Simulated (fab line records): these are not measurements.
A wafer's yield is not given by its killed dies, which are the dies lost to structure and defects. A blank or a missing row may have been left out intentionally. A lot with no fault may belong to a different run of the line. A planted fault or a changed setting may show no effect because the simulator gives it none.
fab line records | flow n5-finfet
record: lots: 7 wafers: 39
route steps=1938 shown DUMMY_GATE@228 SD_EPI_P@307 SD_ACTIVATION@331 MOL_CONTACT_COAG@523
start-h: hours from the record's opening day to when the first of the lot's shown wafers began | wait-h: hours from the lot's prior step to this one | " identical to the entry in the row above | L1.1+2: a single row standing in for several wafers | - no value, or no start given | * or withheld: withheld | < > ~ a bound
route shown NAME@n: names a module that has steps shown in the file, with the first one's number in the route | usual: the fault-free wafers' mean and standard deviation | same: alike in all rows | chamber/n: place in a boat | sites: the reading at each site | _std_site: standard deviation of those values | _edge_site: mean of outer sites minus mean of inner sites | radius-mm: how far each site lies from the wafer's centre | mask NAME#n: copy n | behind: the most recent tool/chamber to have shaped the wafer | hold: cause of the lot's hold/its duration in hours/its outcome | device: which transistor (n, p or np) failed to switch | end of line: the route-end tests of the same wafers | for a step that has no rows: nothing shown but its recipe | killed: count of dies lost to structure and defects at first sort (not the wafer's yield) | map: per-die view of a wafer (x killed, . not killed, _ where there is no die)
set.NAME: setting as actually run; set.NAME@STEP: the setting as run at that earlier step | model.NAME: the simulator's own value behind a step, which no gauge read
lots with deliberately changed settings; one table per step, one row per wafer
== steps ==
step: N5_DUMMY_GATE_EXPOSE_12
recipe: mask-id: GATE na: 0.33 source-shape: annular sigma-inner: 0.2 sigma-outer: 0.6 polarization: unpolarized target-cd-nm: 25 dose-mj: 34
columns lot.wafer tool chamber start-h wait-h mask set.dose-mj
L076.1+2+3+4+5+6 euv-scanner-02 0 58.79 - GATE#0 34
L079.1+3+4 euv-scanner-01 0 78.19 - GATE#0 32.08
L079.2+5+6 " 0 " " GATE#0 34
L080.1+2+3+4+5+6 euv-scanner-02 0 82.53 - GATE#0 34
L081.1+2+3 euv-scanner-01 0 91.92 - GATE#0 34
L081.4+5+6 " 0 " " GATE#0 35.44
L094.1+2+5 euv-scanner-02 0 166.83 - GATE#0 34
L095.1+3+5 euv-scanner-01 0 172.96 - GATE#0 33.22
L095.2+4+6 " 0 " " GATE#0 34
L097.1+2+3+4+5+6 euv-scanner-01 0 183.95 - GATE#0 34
step: N5_DUMMY_GATE_PEB_13
recipe: peb-temp-c: 100 peb-time-s: 60 resist: CAR-EUV
step: N5_DUMMY_GATE_DEVELOP_14
recipe: develop-time-s: 30 developer: TMAH resist: CAR-EUV rinse-liquid: surfactant-rinse dry: air-spin dev-temp-c: 23
step: N5_DUMMY_GATE_STRIP_38
recipe: chemistry: N2/H2 temp-c: 40 n2-flow-sccm: 200 h2-flow-sccm: 200 rf-frequency-hz: 6e+07
step: N5_DUMMY_GATE_STRIP_39
recipe: chemistry: N2/H2 temp-c: 40 n2-flow-sccm: 200 h2-flow-sccm: 200 rf-frequency-hz: 6e+07
step: N5_DUMMY_GATE_TRIM_49
recipe: chemistry: O2 resist: SOC time-s: 29 target-cd-nm: 14 source-power-w: 300 bias-power-w: 0 O2_flow_sccm: 100 temp-c: 20
columns lot.wafer tool chamber start-h wait-h set.dose-mj@DUMMY_GATE_EXPOSE_12 model.DUMMY_GATE.cd-nm
L076.1 rie-si-03 2 59.27 0.0 34 13.6
L076.2 " 1 " " 34 14.2
L076.3+5+6 " 3,2,3 " " 34 14
L076.4 " 0 " " 34 13.4
L079.1+4 rie-si-03 1,2 79.03 0.0 32.08 15.6
L079.2 " 0 " " 34 13.6
L079.3 " 3 " " 32.08 15.4
L079.5 " 3 " " 34 14.2
L079.6 " 2 " " 34 14.4
L080.1+4 rie-si-01 3,2 83.20 0.0 34 13.6
L080.2+5+6 " 1,3,2 " " 34 13.8
L080.3 " 0 " " 34 14
L081.1+2+3 rie-si-01 1,2,0 92.41 0.0 34 14.2
L081.4 " 3 " " 35.44 12.8
L081.5 " 3 " " 35.44 13
L081.6 " 2 " " 35.44 13.2
L094.1 rie-si-06 0 167.31 0.0 34 13.4
L094.2 " 3 " " 34 14.2
L094.5 " 3 " " 34 14.4
L095.1 rie-si-06 1 173.44 0.0 33.22 14.6
L095.2 " 0 " " 34 13.8
L095.3 " 3 " " 33.22 15
L095.4+6 " 2,3 " " 34 14
L095.5 " 0 " " 33.22 14.4
L097.1+3 rie-si-06 3,1 184.44 0.0 34 14.2
L097.2 " 0 " " 34 14
L097.4 " 2 " " 34 13.6
L097.5 " 0 " " 34 13.8
L097.6 " 3 " " 34 14.4
step: N5_SD_EPI_P_ETCH_36
recipe: chemistry: CF4 target: SiARC target-depth-a: 455 mask-material: CAR-ArF-block time-s: 75.8 ion-energy-ev: 80 pressure-mtorr: 40 source-w: 545 bias-w: 36 Ar_flow_sccm: 100 cf4-flow-sccm: 100 ends: cleared
usual: rf-vpp-V: 183.8/1.1
columns lot.wafer tool chamber start-h wait-h set.bias-w rf-vpp-V
L076.1 rie-diel-05 3 67.63 0.0 36 183.8
L076.2 " 0 " " 36 185.6
L076.3 " 1 " " 36 184.5
L076.4 " 0 " " 36 185.2
L076.5 " 3 " " 36 182.9
L076.6 " 1 " " 36 184.1
L079.1 rie-diel-02 0 86.56 0.0 29.5 160.6
L079.2 " 3 " " 29.5 161.7
L079.3 " 3 " " 36 184.8
L079.4 " 0 " " 29.5 161.3
L079.5 " 3 " " 36 183.8
L079.6 " 0 " " 36 182.4
L080.1 rie-diel-05 3 90.09 0.0 36 182.5
L080.2 " 1 " " 29.17 160.0
L080.3 " 0 " " 29.17 162.3
L080.4 " 2 " " 36 183.6
L080.5 " 3 " " 29.17 161.4
L080.6 " 0 " " 36 184.6
L081.1 rie-diel-05 3 101.00 0.0 36 182.8
L081.2 " 1 " " 36 183.2
L081.3 " 0 " " 36 186.7
L081.4 " 2 " " 36 183.6
L081.5 " 2 " " 36 182.2
L081.6 " 3 " " 36 184.4
L094.1 rie-diel-04 2 173.96 0.0 36 185.1
L094.2 " 0 " " 36 184.0
L094.5 " 0 " " 36 184.4
L095.1 rie-diel-05 0 180.53 0.0 40.79 200.0
L095.2 " 3 " " 36 183.5
L095.3 " 1 " " 40.79 197.3
L095.4 " 2 " " 40.79 198.0
L095.5 " 0 " " 36 184.5
L095.6 " 3 " " 36 182.8
L097.1 rie-diel-02 1 191.46 0.0 36 182.5
L097.2 " 2 " " 30.24 163.8
L097.3 " 3 " " 30.24 164.5
L097.4 " 3 " " 36 184.1
L097.5 " 2 " " 30.24 164.9
L097.6 " 1 " " 36 182.7
step: N5_SD_ACTIVATION_LSA_01
recipe: temp-c: 1080 time-s: 0.0008 ambient: N2
usual: wafer_temp_C_max: 1086.5/1.2
columns lot.wafer tool chamber start-h wait-h set.temp-c wafer_temp_C_max
L076.1 laser-anneal-01 0 72.46 0.2 1090 1096.3
L076.2 " 0 " " 1080 1085.4
L076.3 " 0 " " 1080 1084.6
L076.4 " 0 " " 1090 1095.7
L076.5 " 0 " " 1090 1096.1
L076.6 " 0 " " 1080 1086.2
L079.1 laser-anneal-02 0 91.65 0.2 1080 1087.5
L079.2 " 0 " " 1080 1085.9
L079.3 " 0 " " 1076 1082.1
L079.4 " 0 " " 1076 1081.3
L079.5 " 0 " " 1076 1082.7
L079.6 " 0 " " 1080 1087.9
L080.1 laser-anneal-01 0 94.92 0.2 1080 1084.8
L080.2 " 0 " " 1080 1087.6
L080.3 " 0 " " 1080 1086.9
L080.4 " 0 " " 1089 1095.7
L080.5 " 0 " " 1089 1094.7
L080.6 " 0 " " 1089 1094.5
L081.1 laser-anneal-02 0 105.77 0.2 1080 1089.0
L081.2 " 0 " " 1097 1103.8
L081.3 " 0 " " 1097 1104.1
L081.4 " 0 " " 1080 1085.5
L081.5 " 0 " " 1097 1102.9
L081.6 " 0 " " 1080 1088.2
L094.1 laser-anneal-02 0 177.89 0.2 1080 1085.9
L094.2 " 0 " " 1080 1087.7
L094.5 " 0 " " 1080 1087.6
L095.1 laser-anneal-01 0 184.45 0.2 1080 1086.3
L095.2 " 0 " " 1080 1084.9
L095.3 " 0 " " 1097 1103.7
L095.4 " 0 " " 1097 1100.6
L095.5 " 0 " " 1097 1101.8
L095.6 " 0 " " 1080 1085.5
L097.1 laser-anneal-01 0 195.40 0.2 1080 1086.8
L097.2 " 0 " " 1072 1078.9
L097.3 " 0 " " 1080 1085.3
L097.4 " 0 " " 1072 1078.7
L097.5 " 0 " " 1072 1075.8
L097.6 " 0 " " 1080 1086.5
step: N5_SD_ACTIVATION_RS_MEAS_03
recipe: thk-meas-gauge: four-point-probe
usual: RS_SD_N: 21.88/0.26 RS_SD_P: 55.9/0.83
columns lot.wafer tool chamber start-h wait-h set.temp-c@SD_ACTIVATION_LSA_01 RS_SD_N[ohm/sq] RS_SD_P[ohm/sq]
L076.1 film-metro-01 - 72.66 0.2 1090 20.81 56.5
L076.2 " - " " 1080 22.12 56.4
L076.3 " - " " 1080 21.91 56.7
L076.4 " - " " 1090 20.74 56.7
L076.5 " - " " 1090 20.72 56.9
L076.6 " - " " 1080 22.37 56.2
L079.1 film-metro-01 - 91.86 0.2 1080 22.14 55.3
L079.2 " - " " 1080 21.71 54.4
L079.3 " - " " 1076 22.60 54.4
L079.4 " - " " 1076 22.22 55.5
L079.5 " - " " 1076 22.34 55.8
L079.6 " - " " 1080 22.17 55.8
L080.1 film-metro-01 - 95.14 0.2 1080 22.07 55.9
L080.2 " - " " 1080 21.95 56.1
L080.3 " - " " 1080 22.01 56.3
L080.4 " - " " 1089 20.91 55.9
L080.5 " - " " 1089 21.00 56.3
L080.6 " - " " 1089 21.02 56.4
L081.1 film-metro-01 - 105.97 0.2 1080 21.76 55.5
L081.2 " - " " 1097 20.07 56.2
L081.3 " - " " 1097 20.23 56.6
L081.4 " - " " 1080 21.92 55.3
L081.5 " - " " 1097 20.03 55.9
L081.6 " - " " 1080 21.74 55.8
L094.1 film-metro-01 - 178.09 0.2 1080 21.63 56.5
L094.2 " - " " 1080 21.57 55.8
L094.5 " - " " 1080 21.24 55.9
L095.1 film-metro-02 - 184.66 0.2 1080 21.32 55.9
L095.2 " - " " 1080 21.82 55.3
L095.3 " - " " 1097 19.91 54.6
L095.4 " - " " 1097 19.83 55.1
L095.5 " - " " 1097 19.93 55.4
L095.6 " - " " 1080 21.61 55.8
L097.1 film-metro-02 - 195.60 0.2 1080 21.94 57.4
L097.2 " - " " 1072 23.00 56.1
L097.3 " - " " 1080 22.31 55.5
L097.4 " - " " 1072 23.20 56.4
L097.5 " - " " 1072 22.89 56.1
L097.6 " - " " 1080 22.23 56.6
step: N5_MOL_CONTACT_COAG_EXPOSE_05
recipe: mask-id: CA na: 0.33 source-shape: annular sigma-inner: 0.4 sigma-outer: 0.8 polarization: unpolarized defocus-nm: 0 dose-mj: 38.25
columns lot.wafer tool chamber start-h wait-h mask set.dose-mj
L076.1+3+4 euv-scanner-01 0 101.95 - CA#0 40.4
L076.2+5+6 " 0 " " CA#0 38.25
L079.1+4+6 euv-scanner-01 0 121.66 - CA#0 40.63
L079.2+3+5 " 0 " " CA#0 38.25
L080.1+3+4 euv-scanner-02 0 125.45 - CA#0 38.25
L080.2+5+6 " 0 " " CA#0 36.95
L081.1+3+4 euv-scanner-02 0 134.88 - CA#0 39.33
L081.2+5+6 " 0 " " CA#0 38.25
L094.1+2+5 euv-scanner-01 0 209.06 - CA#0 38.25
L095.1+2+4 euv-scanner-02 0 213.29 - CA#0 38.25
L095.3+5+6 " 0 " " CA#0 41.02
L097.1+5+6 euv-scanner-02 0 224.28 - CA#0 35.98
L097.2+3+4 " 0 " " CA#0 38.25
step: N5_MOL_CONTACT_COAG_PEB_06
recipe: peb-temp-c: 100 peb-time-s: 60 resist: CAR-EUV
step: N5_MOL_CONTACT_COAG_DEVELOP_07
recipe: develop-time-s: 30 developer: TMAH resist: CAR-EUV rinse-liquid: surfactant-rinse dry: air-spin dev-temp-c: 23
step: N5_MOL_CONTACT_COAG_CD_MEAS_08
recipe: target-cd-nm: 28 landing-energy-ev: 500 detector: se-inlens polarity: opening
usual: cd-nm: 27.94/0.22
columns lot.wafer tool chamber start-h wait-h set.dose-mj@MOL_CONTACT_COAG_EXPOSE_05 cd-nm
L076.1 cd-sem-02 0 102.08 - 40.4 29.00
L076.2 " 0 " " 38.25 27.97
L076.3 " 0 " " 40.4 29.35
L076.4 " 0 " " 40.4 28.91
L076.5 " 0 " " 38.25 28.27
L076.6 " 0 " " 38.25 28.11
L079.1 cd-sem-03 0 121.79 - 40.63 28.95
L079.2 " 0 " " 38.25 27.83
L079.3 " 0 " " 38.25 27.86
L079.4 " 0 " " 40.63 28.90
L079.5 " 0 " " 38.25 28.20
L079.6 " 0 " " 40.63 29.18
L080.1 cd-sem-02 0 125.58 - 38.25 27.92
L080.2 " 0 " " 36.95 27.15
L080.3 " 0 " " 38.25 27.87
L080.4 " 0 " " 38.25 27.98
L080.5 " 0 " " 36.95 26.89
L080.6 " 0 " " 36.95 27.24
L081.1 cd-sem-02 0 135.01 - 39.33 28.53
L081.2 " 0 " " 38.25 27.74
L081.3 " 0 " " 39.33 28.62
L081.4 " 0 " " 39.33 28.72
L081.5 " 0 " " 38.25 28.30
L081.6 " 0 " " 38.25 28.31
L094.1 cd-sem-02 0 209.19 - 38.25 28.30
L094.2 " 0 " " 38.25 28.06
L094.5 " 0 " " 38.25 27.87
L095.1 cd-sem-03 0 213.42 - 38.25 28.32
L095.2 " 0 " " 38.25 27.46
L095.3 " 0 " " 41.02 29.21
L095.4 " 0 " " 38.25 27.87
L095.5 " 0 " " 41.02 28.93
L095.6 " 0 " " 41.02 29.23
L097.1 cd-sem-01 0 224.41 - 35.98 26.50
L097.2 " 0 " " 38.25 27.85
L097.3 " 0 " " 38.25 27.75
L097.4 " 0 " " 38.25 27.48
L097.5 " 0 " " 35.98 26.77
L097.6 " 0 " " 35.98 26.68
step: N5_MOL_CONTACT_COAG_DESCUM_13
recipe: chemistry: O2 time-s: 7 source-power-w: 50 bias-power-w: 20 pressure-mtorr: 20 rf-frequency-hz: 2.712e+07 temp-c: 40 resist: CAR-EUV o2-flow-sccm: 225
step: N5_MOL_CONTACT_COAG_ETCH_59
recipe: chemistry: N2/H2 target: underlayer target-depth-a: 130 mask-material: CAR-EUV time-s: 10.4 ion-energy-ev: 200 pressure-mtorr: 30 source-w: 840 bias-w: 150 n2-flow-sccm: 200 h2-flow-sccm: 200 ends: cleared
columns lot.wafer tool chamber start-h wait-h set.dose-mj@MOL_CONTACT_COAG_EXPOSE_05 model.MOL_CONTACT_COAG.cd-offset-nm
L076.1 rie-diel-03 1 102.24 0.0 40.4 1.4
L076.2 " 3 " " 38.25 0
L076.3 " 0 " " 40.4 1.2
L076.4 " 3 " " 40.4 1
L076.5 " 1 " " 38.25 0.2
L076.6 " 0 " " 38.25 -0.2
L079.1+6 rie-diel-06 3,2 122.11 0.0 40.63 1
L079.2+3 " 2,0 " " 38.25 -0.2
L079.4 " 1 " " 40.63 1.2
L079.5 " 3 " " 38.25 0
L080.1+4 rie-diel-06 2,0 126.09 0.0 38.25 0
L080.2 " 1 " " 36.95 -0.8
L080.3 " 3 " " 38.25 -0.2
L080.5+6 " 3,0 " " 36.95 -1
L081.1+3 rie-diel-03 1,2 135.31 0.0 39.33 0.6
L081.2 " 3 " " 38.25 -0.2
L081.4 " 3 " " 39.33 0.4
L081.5+6 " 2,1 " " 38.25 0
L094.1 rie-diel-06 2 209.34 0.0 38.25 0.2
L094.2 " 0 " " 38.25 0
L094.5 " 0 " " 38.25 -0.2
L095.1 rie-diel-01 1 213.58 0.0 38.25 0.2
L095.2 " 0 " " 38.25 -0.2
L095.3 " 3 " " 41.02 1.2
L095.4 " 3 " " 38.25 0
L095.5+6 " 0,1 " " 41.02 1.4
L097.1+5+6 rie-diel-06 0,0,3 224.58 0.0 35.98 -1.4
L097.2 " 3 " " 38.25 -0.2
L097.3+4 " 2,1 " " 38.25 0
step: N5_MOL_CONTACT_COAG_ETCH_105
recipe: chemistry: CF4 target: SiARC target-depth-a: 156 mask-material: CAR-EUV time-s: 26 ion-energy-ev: 80 pressure-mtorr: 40 source-w: 545 bias-w: 36 Ar_flow_sccm: 100 cf4-flow-sccm: 100 ends: cleared
columns lot.wafer tool chamber start-h wait-h set.dose-mj@MOL_CONTACT_COAG_EXPOSE_05 model.MOL_CONTACT_COAG.cd-offset-nm
L076.1 rie-diel-03 1 102.26 0.0 40.4 1.4
L076.2+6 " 3,0 " " 38.25 0
L076.3 " 0 " " 40.4 1.2
L076.4 " 3 " " 40.4 1
L076.5 " 1 " " 38.25 0.2
L079.1+6 rie-diel-06 3,2 122.13 0.0 40.63 1
L079.2+3 " 2,0 " " 38.25 -0.2
L079.4 " 1 " " 40.63 1.2
L079.5 " 3 " " 38.25 0.2
L080.1+3+4 rie-diel-06 2,3,0 126.11 0.0 38.25 0
L080.2 " 1 " " 36.95 -0.6
L080.5 " 3 " " 36.95 -0.8
L080.6 " 0 " " 36.95 -1
L081.1 rie-diel-03 1 135.33 0.0 39.33 0.8
L081.2 " 3 " " 38.25 -0.2
L081.3 " 2 " " 39.33 0.6
L081.4 " 3 " " 39.33 0.2
L081.5+6 " 2,1 " " 38.25 0
L094.1 rie-diel-06 2 209.36 0.0 38.25 0.2
L094.2 " 0 " " 38.25 0
L094.5 " 0 " " 38.25 -0.4
L095.1 rie-diel-01 1 213.60 0.0 38.25 0.2
L095.2 " 0 " " 38.25 -0.2
L095.3 " 3 " " 41.02 1.2
L095.4 " 3 " " 38.25 0
L095.5 " 0 " " 41.02 1.6
L095.6 " 1 " " 41.02 1.4
L097.1+5 rie-diel-06 0 224.60 0.0 35.98 -1.6
L097.2 " 3 " " 38.25 -0.2
L097.3+4 " 2,1 " " 38.25 0
L097.6 " 3 " " 35.98 -1.4
step: N5_MOL_CONTACT_COAG_ETCH_106
recipe: chemistry: N2/H2 target: SOC target-depth-a: 800 overetch-a: 160 mask-material: SiARC temp-c: 40 time-s: 120 ion-energy-ev: 200 pressure-mtorr: 30 source-w: 840 bias-w: 150 n2-flow-sccm: 200 h2-flow-sccm: 200
step: N5_MOL_CONTACT_COAG_STRIP_107
recipe: chemistry: N2/H2 temp-c: 40 n2-flow-sccm: 200 h2-flow-sccm: 200 rf-frequency-hz: 6e+07
step: N5_MOL_CONTACT_COAG_CONTACT_ETCH_14
recipe: chemistry: C4F6/O2 target: SiO2 target-depth-a: 275 overetch-a: 85 mask-material: SOC pressure-mtorr: 30 source-w: 370 bias-w: 185 Ar_flow_sccm: 300 C4F6_flow_sccm: 16 O2_flow_sccm: 10 time-s: 20 ion-energy-ev: 259.6
step: N5_MOL_CONTACT_COAG_STRIP_109
recipe: chemistry: C4F6/O2 resist: SiARC rf-frequency-hz: 6e+07
step: N5_MOL_CONTACT_COAG_ETCH_15
recipe: chemistry: CH3F/O2 target: SiNx target-depth-a: 70 mask-material: SOC stop-on: Si:P over-etch-frac: 0.75 ion-energy-ev: 120 pressure-mtorr: 30 source-w: 395 bias-w: 73 Ar_flow_sccm: 150 CH3F_flow_sccm: 30 O2_flow_sccm: 20
columns lot.wafer tool chamber start-h wait-h set.dose-mj@MOL_CONTACT_COAG_EXPOSE_05 model.MOL_CONTACT_COAG.cd-offset-nm
L076.1 rie-diel-03 1 102.42 0.0 40.4 1.6
L076.2 " 3 " " 38.25 0
L076.3 " 0 " " 40.4 1.2
L076.4 " 3 " " 40.4 1
L076.5 " 1 " " 38.25 0.4
L076.6 " 0 " " 38.25 -0.4
L079.1 rie-diel-06 3 122.29 0.0 40.63 0.8
L079.2+3 " 2,0 " " 38.25 -0.6
L079.4 " 1 " " 40.63 1.4
L079.5 " 3 " " 38.25 -0.2
L079.6 " 2 " " 40.63 1
L080.1+4 rie-diel-06 2,0 126.27 0.0 38.25 0
L080.2 " 1 " " 36.95 -0.4
L080.3 " 3 " " 38.25 -0.2
L080.5 " 3 " " 36.95 -0.8
L080.6 " 0 " " 36.95 -1
L081.1 rie-diel-03 1 135.49 0.0 39.33 1
L081.2+5 " 3,2 " " 38.25 0
L081.3 " 2 " " 39.33 0.6
L081.4 " 3 " " 39.33 0.4
L081.6 " 1 " " 38.25 0.2
L094.1 rie-diel-06 2 209.53 0.0 38.25 0.4
L094.2 " 0 " " 38.25 0
L094.5 " 0 " " 38.25 -0.4
L095.1+2 rie-diel-01 1,0 213.76 0.0 38.25 0
L095.3 " 3 " " 41.02 0.8
L095.4 " 3 " " 38.25 -0.2
L095.5 " 0 " " 41.02 1.6
L095.6 " 1 " " 41.02 1.2
L097.1+5 rie-diel-06 0 224.76 0.0 35.98 -1.6
L097.2 " 3 " " 38.25 -0.2
L097.3 " 2 " " 38.25 0
L097.4 " 1 " " 38.25 0.2
L097.6 " 3 " " 35.98 -1.2
step: N5_MOL_CONTACT_COAG_ETCH_110
recipe: chemistry: CF4/O2 target: Si target-depth-a: 25 time-s: 8 pressure-mtorr: 100 source-w: 200 bias-w: 12 ion-energy-ev: 60 Ar_flow_sccm: 100 cf4-flow-sccm: 100 O2_flow_sccm: 10
step: N5_MOL_CONTACT_COAG_STRIP_98
recipe: chemistry: N2/H2 power-w: 500 temp-c: 40 pressure-mtorr: 50 rf-frequency-hz: 6e+07 overash-fraction: 0.3 bias-power-w: 8 h2-frac: 0.5 n2-flow-sccm: 300 h2-flow-sccm: 300
step: N5_MOL_CONTACT_COAG_CD_MEAS_99
recipe: target-cd-nm: 17.2 polarity: opening
usual: cd-nm: 17.2/0.38
columns lot.wafer tool chamber start-h wait-h set.dose-mj@MOL_CONTACT_COAG_EXPOSE_05 cd-nm
L076.1 cd-sem-01 - 102.61 - 40.4 18.9
L076.2 " - " " 38.25 17.0
L076.3 " - " " 40.4 18.4
L076.4 " - " " 40.4 18.5
L076.5 " - " " 38.25 17.5
L076.6 " - " " 38.25 17.1
L079.1 cd-sem-03 - 122.47 - 40.63 18.5
L079.2 " - " " 38.25 16.6
L079.3 " - " " 38.25 16.6
L079.4 " - " " 40.63 18.6
L079.5 " - " " 38.25 17.5
L079.6 " - " " 40.63 18.3
L080.1 cd-sem-01 - 126.45 - 38.25 17.4
L080.2 " - " " 36.95 16.8
L080.3 " - " " 38.25 17.3
L080.4 " - " " 38.25 17.5
L080.5 " - " " 36.95 16.4
L080.6 " - " " 36.95 15.9
L081.1 cd-sem-03 - 135.67 - 39.33 18.2
L081.2 " - " " 38.25 17.3
L081.3 " - " " 39.33 17.7
L081.4 " - " " 39.33 17.6
L081.5 " - " " 38.25 17.3
L081.6 " - " " 38.25 17.1
L094.1 cd-sem-02 - 209.71 - 38.25 18.2
L094.2 " - " " 38.25 17.2
L094.5 " - " " 38.25 16.6
L095.1 cd-sem-01 - 213.94 - 38.25 17.4
L095.2 " - " " 38.25 16.9
L095.3 " - " " 41.02 17.9
L095.4 " - " " 38.25 16.7
L095.5 " - " " 41.02 18.6
L095.6 " - " " 41.02 18.1
L097.1 cd-sem-02 - 224.94 - 35.98 15.7
L097.2 " - " " 38.25 17.1
L097.3 " - " " 38.25 17.5
L097.4 " - " " 38.25 17.4
L097.5 " - " " 35.98 15.5
L097.6 " - " " 35.98 16.2
== key ==
split: step: N5_DUMMY_GATE_EXPOSE_12 setting: dose-mj stated: 34 by: wafer
response: step: N5_DUMMY_GATE_TRIM_49 reading: model.DUMMY_GATE.cd-nm change: -0.273 per: 1% r: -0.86
split: step: N5_SD_EPI_P_ETCH_36 setting: bias-w stated: 36 by: wafer
response: step: N5_SD_EPI_P_ETCH_36 reading: rf-vpp-V change: +1.19 per: 1% r: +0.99
split: step: N5_SD_ACTIVATION_LSA_01 setting: temp-c stated: 1080 by: wafer
response: step: N5_SD_ACTIVATION_LSA_01 reading: wafer_temp_C_max change: * per: 1% r: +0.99
response: step: N5_SD_ACTIVATION_RS_MEAS_03 reading: RS_SD_N change: -1.15 per: 1% r: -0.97
split: step: N5_MOL_CONTACT_COAG_EXPOSE_05 setting: dose-mj stated: 38.25 by: wafer
response: step: N5_MOL_CONTACT_COAG_CD_MEAS_08 reading: cd-nm change: +0.177 per: 1% r: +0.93
response: step: N5_MOL_CONTACT_COAG_ETCH_59 reading: model.MOL_CONTACT_COAG.cd-offset-nm change: +0.205 per: 1% r: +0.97
response: step: N5_MOL_CONTACT_COAG_ETCH_105 reading: model.MOL_CONTACT_COAG.cd-offset-nm change: +0.207 per: 1% r: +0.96
response: step: N5_MOL_CONTACT_COAG_ETCH_15 reading: model.MOL_CONTACT_COAG.cd-offset-nm change: +0.217 per: 1% r: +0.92
response: step: N5_MOL_CONTACT_COAG_CD_MEAS_99 reading: cd-nm change: +0.23 per: 1% r: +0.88
